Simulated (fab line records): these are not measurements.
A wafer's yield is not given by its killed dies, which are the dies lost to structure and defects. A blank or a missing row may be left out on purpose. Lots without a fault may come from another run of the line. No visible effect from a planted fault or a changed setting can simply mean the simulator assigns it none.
fab line records | flow nandHarc
record lots=5 | wafers=15 | lastDay=33
route steps=1302 shown P_GATE@170 END@1302
lots untouched by any fault: they come from a run of this same line in which no faults occurred
startH: start of the lot's first displayed wafer, in hours after the record's first day | waitH: how many hours have passed since the lot's step before this one | " same as the row above | L1.1+2: one row covering several wafers at once | - no value, or no start given | * or withheld: withheld | < > ~ a bound
route shown NAME@n: NAME is a module with steps in the file, n the number in the route of the first one | usual: the fault-free wafers' mean and standard deviation | same: alike in all rows | chamber/n: place in a boat | sites: each site's reading | _std_site: their standard deviation | _edge_site: the outer-site mean with the inner-site mean subtracted | radiusMm: how far each site lies from the wafer's centre | mask NAME#n: copy n | behind: the tool/chamber that last shaped the wafer | hold: what put the lot on hold/how long, in hours/how the hold closed | device: the transistor (n, p or np) that didn't switch | end of line: tests run on the same wafers once the route is complete | where a step has no rows: the recipe by itself | killed: dies lost to structure and defects at the first sort, not the wafer's yield | map: shows each die of a wafer: x if killed, . if not, _ if none is there
set.NAME: the setting that was run; set.NAME@STEP: the one run at that earlier step | model.NAME: the simulator's own value behind a step, which no gauge read
lots at some steps of the route; a table a step, a row a wafer
services: when a tool's chamber went out of use (startH, in hours from the record's first day, below 0 if earlier), for how many hours, and the reason
## steps
# step NHARC_P_GATE_CD_MEAS_46
# recipe targetCdNm=720 | landingEnergyEv=500
# usual cdNm=719.6/1.8
lot.wafer | tool     | chamber | startH | waitH | cdNm
L163.2    | cdSem-03 | 0       | 115.70 | -     | 720.2
L163.3    | "        | 0       | "      | "     | 721.2
L163.6    | "        | 0       | "      | "     | 723.2
L166.2    | cdSem-02 | 0       | 148.94 | -     | 716.1
L166.4    | "        | 0       | "      | "     | 721.0
L166.5    | "        | 0       | "      | "     | 717.3
L170.1    | cdSem-02 | 0       | 189.47 | -     | 721.8
L170.3    | "        | 0       | "      | "     | 720.1
L170.4    | "        | 0       | "      | "     | 720.3
L182.1    | cdSem-03 | 0       | 310.95 | -     | 718.1
L182.3    | "        | 0       | "      | "     | 717.0
L182.4    | "        | 0       | "      | "     | 719.8
L185.1    | cdSem-03 | 0       | 335.37 | -     | 720.4
L185.3    | "        | 0       | "      | "     | 720.0
L185.5    | "        | 0       | "      | "     | 719.8
# step NHARC_P_GATE_HARDBAKE_47
# recipe tempC=125 | timeS=80
# step NHARC_P_GATE_DESCUM_48
# recipe timeS=3 | o2FlowSccm=200 | arFlowSccm=0 | biasPowerW=0 | chemistry=O2
# usual drypumpMotorCurrentA=5.7/0.4 | oesProductAu=1.001/0.01 | rfVppV=57.8/0.85 | showerheadPlenumPTorr=1.92/0.084 | throttleValvePct=11.312/0.0084
lot.wafer | tool       | chamber | startH | waitH | drypumpMotorCurrentA | oesProductAu | rfHoursCounterH | rfVppV | showerheadPlenumPTorr | throttleValvePct
L163.3    | rieDiel-02 | 3       | 115.86 | -     | 6.0                  | 0.979        | 6.3             | 58.1   | 1.96                  | 11.301
L163.2    | "          | 2       | "      | "     | 5.4                  | 0.993        | 5.6             | 58.2   | 1.93                  | 11.316
L163.6    | "          | 0       | "      | "     | 5.8                  | 0.999        | -               | 57.7   | 1.90                  | 11.315
L166.2    | rieDiel-02 | 0       | 149.11 | -     | 5.8                  | 1.002        | 8.1             | 59.0   | 1.90                  | 11.321
L166.4    | "          | 2       | "      | "     | 5.4                  | 0.981        | 7.4             | 57.6   | 1.93                  | 11.324
L166.5    | "          | 0       | "      | "     | 5.8                  | 0.993        | -               | 58.2   | 1.90                  | 11.326
L170.3    | rieDiel-02 | 0       | 189.64 | -     | 5.8                  | 1.005        | 10.0            | 56.6   | 1.90                  | 11.310
L170.4    | "          | 1       | "      | "     | 5.0                  | 1.002        | 9.2             | 57.0   | 1.84                  | 11.311
L170.1    | "          | 2       | "      | "     | 5.4                  | 1.001        | 9.3             | 58.5   | 1.93                  | 11.312
L182.4    | rieDiel-02 | 1       | 311.11 | -     | 5.0                  | 1.000        | 4.9             | 57.1   | 1.84                  | 11.309
L182.1    | "          | 2       | "      | "     | 5.4                  | 0.999        | 4.4             | 57.4   | 1.93                  | 11.306
L182.3    | "          | 3       | "      | "     | 6.0                  | 1.005        | 4.2             | 58.3   | 1.95                  | 11.307
L185.1    | rieDiel-10 | 3       | 335.53 | -     | 5.7                  | 1.004        | 4.3             | 57.2   | 1.80                  | 11.313
L185.3    | "          | 0       | "      | "     | 5.8                  | 1.007        | 4.7             | 56.3   | 1.78                  | 11.301
L185.5    | "          | 0       | "      | "     | 5.8                  | 1.005        | -               | 57.2   | 1.78                  | 11.316
# step NHARC_P_GATE_IMPLANT_49
# recipe energyKev=30 | doseCm2=3e+15 | tiltDeg=7
# step NHARC_P_GATE_STRIP_111
# recipe powerW=1500 | tempC=110 | timeS=250 | chemistry=N2/H2
# usual drypumpMotorCurrentA=5.60/0.29 | heaterPowerW=92/9.9
lot.wafer | tool           | chamber | startH | waitH | drypumpMotorCurrentA | heaterPowerW | rfHoursCounterH
L163.2    | plasmaAsher-02 | 1       | 116.29 | 0.2   | 6.11                 | 92           | 6
L163.3    | "              | 1       | "      | "     | 6.13                 | 94           | -
L163.6    | "              | 1       | "      | "     | 6.13                 | 91           | -
L166.2    | plasmaAsher-01 | 1       | 149.52 | 0.2   | 5.68                 | 85           | 31
L166.4    | "              | 1       | "      | "     | 5.68                 | 86           | -
L166.5    | "              | 1       | "      | "     | 5.67                 | 87           | -
L170.1    | plasmaAsher-01 | 0       | 190.00 | 0.2   | 5.37                 | 86           | 2
L170.3    | "              | 0       | "      | "     | 5.36                 | 85           | -
L170.4    | "              | 1       | "      | "     | 5.68                 | 85           | -
L182.1    | plasmaAsher-01 | 0       | 311.53 | 0.2   | 5.36                 | 84           | 30
L182.3    | "              | 1       | "      | "     | 5.67                 | 87           | -
L182.4    | "              | 0       | "      | "     | 5.36                 | 84           | -
L185.1    | plasmaAsher-02 | 1       | 335.96 | 0.2   | 6.12                 | 95           | 14
L185.3    | "              | 1       | "      | "     | 6.14                 | 95           | -
L185.5    | "              | 0       | "      | "     | 5.26                 | 111          | -
# step NHARC_P_GATE_STRIP_75
# recipe powerW=1500 | tempC=250 | chemistry=O2
# usual drypumpMotorCurrentA=5.60/0.3 | heaterPowerW=345/37
lot.wafer | tool           | chamber | startH | waitH | drypumpMotorCurrentA | heaterPowerW | rfHoursCounterH
L163.2    | plasmaAsher-02 | 1       | 116.55 | 0.2   | 6.16                 | 345          | 6
L163.3    | "              | 1       | "      | "     | 6.18                 | 339          | -
L163.6    | "              | 1       | "      | "     | 6.16                 | 339          | -
L166.2    | plasmaAsher-01 | 1       | 149.79 | 0.2   | 5.68                 | 321          | 31
L166.4    | "              | 1       | "      | "     | 5.69                 | 323          | -
L166.5    | "              | 1       | "      | "     | 5.69                 | 312          | -
L170.1    | plasmaAsher-01 | 0       | 190.30 | 0.3   | 5.34                 | 311          | 3
L170.3    | "              | 0       | "      | "     | 5.37                 | 313          | -
L170.4    | "              | 1       | "      | "     | 5.67                 | 329          | -
L182.1    | plasmaAsher-01 | 0       | 311.80 | 0.2   | 5.34                 | 311          | 30
L182.3    | "              | 1       | "      | "     | 5.66                 | 329          | -
L182.4    | "              | 0       | "      | "     | 5.36                 | 318          | -
L185.1    | plasmaAsher-02 | 1       | 336.22 | 0.2   | 6.16                 | 358          | 14
L185.3    | "              | 1       | "      | "     | 6.17                 | 353          | -
L185.5    | "              | 0       | "      | "     | 5.36                 | 409          | -
# step NHARC_P_GATE_STRIP_50
# recipe timeS=900 | tempC=130 | chemistry=SPM
# step NHARC_P_GATE_DEHYDRATE_51
# recipe tempC=150 | timeS=120
# step NHARC_P_GATE_HMDS_52
# recipe timeS=30
# step NHARC_P_GATE_COAT_53
# recipe spinRpm=3000
# step NHARC_P_GATE_SOFTBAKE_54
# recipe tempC=122 | timeS=95
# step NHARC_P_GATE_EBR_55
# step NHARC_P_GATE_EXPOSE_56
# recipe na=0.6 | targetCdNm=720 | doseMj=14.81 | maskId=P_PSD
# usual stageVelMmS=499.97/0.28
lot.wafer | tool          | chamber | startH | waitH | mask    | stageVelMmS
L163.2    | krfScanner-04 | 0       | 117.31 | -     | P_PSD#0 | 500.02
L163.3    | "             | 0       | "      | "     | P_PSD#0 | 500.04
L163.6    | "             | 0       | "      | "     | P_PSD#0 | 499.87
L166.2    | krfScanner-01 | 0       | 150.42 | -     | P_PSD#0 | 500.13
L166.4    | "             | 0       | "      | "     | P_PSD#0 | 499.81
L166.5    | "             | 0       | "      | "     | P_PSD#0 | 500.57
L170.1    | krfScanner-01 | 0       | 191.06 | -     | P_HVN#0 | 500.20
L170.3    | "             | 0       | "      | "     | P_HVN#0 | 499.82
L170.4    | "             | 0       | "      | "     | P_HVN#0 | 499.83
L182.1    | krfScanner-03 | 0       | 312.56 | -     | P_PSD#0 | 500.00
L182.3    | "             | 0       | "      | "     | P_PSD#0 | 499.95
L182.4    | "             | 0       | "      | "     | P_PSD#0 | 500.31
L185.1    | krfScanner-04 | 0       | 336.98 | -     | P_PSD#0 | 499.73
L185.3    | "             | 0       | "      | "     | P_PSD#0 | 499.74
L185.5    | "             | 0       | "      | "     | P_PSD#0 | 500.18
# step NHARC_P_GATE_PEB_57
# recipe pebTempC=118 | pebTimeS=85
# step NHARC_P_GATE_DEVELOP_58
# recipe timeS=70
# step NHARC_P_GATE_CD_MEAS_59
# recipe targetCdNm=720 | landingEnergyEv=500
# usual cdNm=719.8/1.4
lot.wafer | tool     | chamber | startH | waitH | cdNm
L163.2    | cdSem-03 | 0       | 117.46 | -     | 718.1
L163.3    | "        | 0       | "      | "     | 718.7
L163.6    | "        | 0       | "      | "     | 718.4
L166.2    | cdSem-03 | 0       | 150.58 | -     | 717.8
L166.4    | "        | 0       | "      | "     | 718.7
L166.5    | "        | 0       | "      | "     | 719.5
L170.1    | cdSem-02 | 0       | 191.22 | -     | -
L170.3    | "        | 0       | "      | "     | -
L170.4    | "        | 0       | "      | "     | -
L182.1    | cdSem-01 | 0       | 312.72 | -     | 719.5
L182.3    | "        | 0       | "      | "     | 720.1
L182.4    | "        | 0       | "      | "     | 722.0
L185.1    | cdSem-01 | 0       | 337.14 | -     | 720.3
L185.3    | "        | 0       | "      | "     | 719.5
L185.5    | "        | 0       | "      | "     | 720.9
# step NHARC_P_GATE_HARDBAKE_60
# recipe tempC=125 | timeS=80
# step NHARC_END_SORT_01
# recipe tempC=25
# usual killedAtArray=63/17 | killedAtOther=0.8/1.1 | killedAtPeriphery=3.5/3 | killedDies=67/17 | killedOpen=3.1/1.6 | killedShort=2.6/1.4
# same grossDies=677
lot.wafer | tool      | chamber | startH | waitH | killedAtArray | killedAtOther | killedAtPeriphery | killedDies | killedOpen | killedShort
L170.1    | prober-02 | 0       | 650.40 | 2.5   | 88            | 4             | 585               | 677        | 2          | 3
L170.3    | prober-02 | 0       | 652.02 | 3.1   | 80            | 1             | 596               | 677        | 6          | 3
L170.4    | prober-02 | 0       | 652.82 | 3.4   | 77            | 0             | 600               | 677        | 2          | 4
# killed by level:class
L170.1 P_GATE:areaExpose=577 A_CHANNEL_HOLE_D1:chamberFilmFlake=38 A_SLIT:chamberFilmFlake=29 A_CHANNEL_HOLE_D2:chamberFilmFlake=10 P_M0:chamberFilmFlake=8 A_CONTACT:chamberFilmFlake=3 A_ONON_D1:geometricParticle:open=2 STARTING-WAFER:geometricParticle:short=2
L170.3 P_GATE:areaExpose=592 A_CHANNEL_HOLE_D1:chamberFilmFlake=30 A_SLIT:chamberFilmFlake=26 A_CHANNEL_HOLE_D2:chamberFilmFlake=11 P_M0:chamberFilmFlake=3 A_CONTACT:chamberFilmFlake=3 A_CHANNEL_FILL_D1:geometricParticle:open=2 A_WL_FILL:geometricParticle:short=2
L170.4 P_GATE:areaExpose=595 A_SLIT:chamberFilmFlake=29 A_CHANNEL_HOLE_D1:chamberFilmFlake=27 A_CHANNEL_HOLE_D2:chamberFilmFlake=6 A_CHANNEL_FILL_D2:chamberFilmFlake=4 P_M0:chamberFilmFlake=3 A_CHANNEL_FILL_D2:geometricParticle:short=2 A_WL_FILL:chamberFilmFlake=2
# map L170.1 (x killed, . not)
____________x____________
_________xxxxxxx_________
_______xxxxxxxxxxx_______
______xxxxxxxxxxxxx______
_____xxxxxxxxxxxxxxx_____
____xxxxxxxxxxxxxxxxx____
____xxxxxxxxxxxxxxxxx____
___xxxxxxxxxxxxxxxxxxx___
___xxxxxxxxxxxxxxxxxxx___
__xxxxxxxxxxxxxxxxxxxxx__
__xxxxxxxxxxxxxxxxxxxxx__
_xxxxxxxxxxxxxxxxxxxxxxx_
_xxxxxxxxxxxxxxxxxxxxxxx_
_xxxxxxxxxxxxxxxxxxxxxxx_
_xxxxxxxxxxxxxxxxxxxxxxx_
_xxxxxxxxxxxxxxxxxxxxxxx_
xxxxxxxxxxxxxxxxxxxxxxxxx
xxxxxxxxxxxxxxxxxxxxxxxxx
xxxxxxxxxxxxxxxxxxxxxxxxx
xxxxxxxxxxxxxxxxxxxxxxxxx
xxxxxxxxxxxxxxxxxxxxxxxxx
_xxxxxxxxxxxxxxxxxxxxxxx_
_xxxxxxxxxxxxxxxxxxxxxxx_
_xxxxxxxxxxxxxxxxxxxxxxx_
_xxxxxxxxxxxxxxxxxxxxxxx_
_xxxxxxxxxxxxxxxxxxxxxxx_
__xxxxxxxxxxxxxxxxxxxxx__
__xxxxxxxxxxxxxxxxxxxxx__
___xxxxxxxxxxxxxxxxxxx___
___xxxxxxxxxxxxxxxxxxx___
____xxxxxxxxxxxxxxxxx____
____xxxxxxxxxxxxxxxxx____
_____xxxxxxxxxxxxxxx_____
______xxxxxxxxxxxxx______
_______xxxxxxxxxxx_______
_________xxxxxxx_________
____________x____________
# map L166.5 (x killed, . not)
____________.____________
_________......._________
_______..........._______
______.............______
_____......x........_____
____..x..............____
____.................____
___.x.................___
___...................___
__.....................__
__.....................__
_...x...............x..._
_......................._
_................x.x.xx._
_.........x.....x..xxx.._
_.................xxxx.._
..................xxxxx..
........x........x.xxxx..
................x...xx...
.x............xx...x.xx..
.............x.xx.x......
_xx...........xx..xx...._
_.............xxx.x....._
_...xx.x....x.xxxx......_
_xx.xx......x.xxxx......_
_..x.xx.......xxxx..x..._
__xxxxx.x....xxxxxx....__
__xx.xx.......x........__
___xxx.......x........___
___xx.xx..............___
____.............x...____
____.x..x............____
_____x.............._____
______.............______
_______..........._______
_________......._________
____________.____________
## services
tool           | chamber | startH | hours | kind
plasmaAsher-01 | -       | 98.68  | 0.5   | repair
krfScanner-04  | -       | 100.19 | 0.3   | repair
rieDiel-10     | 1       | 110.75 | 2.0   | repair
krfScanner-03  | -       | 132.99 | 0.5   | repair
rieDiel-02     | 1       | 133.49 | 11.4  | repair
krfScanner-01  | -       | 140.00 | 4.0   | pm
plasmaAsher-01 | -       | 165.00 | 9.0   | pm
plasmaAsher-01 | 0       | 165.00 | 9.0   | ventCycle
plasmaAsher-01 | 1       | 165.00 | 9.0   | ventCycle
plasmaAsher-01 | 0       | 174.00 | -     | clean
krfScanner-04  | -       | 187.05 | 4.0   | pm
krfScanner-01  | -       | 206.33 | 6.3   | repair
rieDiel-02     | -       | 216.70 | 9.0   | pm
krfScanner-03  | -       | 224.00 | 4.0   | pm
rieDiel-10     | -       | 242.50 | 9.0   | pm
plasmaAsher-02 | -       | 249.00 | 9.0   | pm
krfScanner-04  | -       | 249.14 | 0.3   | repair
krfScanner-01  | -       | 254.25 | 8.8   | repair
plasmaAsher-02 | -       | 264.36 | 11.6  | repair
rieDiel-02     | 0       | 290.28 | 11.8  | repair
krfScanner-04  | -       | 298.41 | 18.3  | repair
krfScanner-01  | -       | 312.00 | 4.0   | pm
rieDiel-10     | 1       | 321.12 | 6.6   | repair
plasmaAsher-01 | -       | 322.51 | 0.5   | repair
## key
firstSign step=NHARC_P_GATE_EXPOSE_56 | reading=mask | direction=changed
effect step=NHARC_P_GATE_CD_MEAS_59 | reading=cdNm | direction=missing
effect step=NHARC_END_SORT_01 | reading=killedAtPeriphery | direction=up | sigmas=99+ | usual=3.5 | struck=593.7
moreKillsBornAt NHARC_P_GATE_EXPOSE_56@krfScanner-01=1764
metAt NHARC_P_GATE_EXPOSE_56
struckWafers L170.1,L170.3,L170.4
laterRowsLeftOut L170.1,L170.3,L170.4
testerLeftOut L170
onsetBetween 150.42 191.06
fault kind=wrongMask | tool=any | chamber=- | onsetH=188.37 | steps=NHARC_P_GATE_EXPOSE_56 | auxCopy=P_HVN#0 | scope=struckLotsOnly
# testerLeftOut: of these lots the tester's yield and bins aren't shown, on N5 and GAA mostly nor the transistor test; their killed dies are dies lost to structure and defects alone, not to doping, threshold or leakage, so they don't give the yield
# laterRowsLeftOut: the simulator's readings of these wafers behind a module that went badly wrong aren't trusted and aren't shown, but for the sort
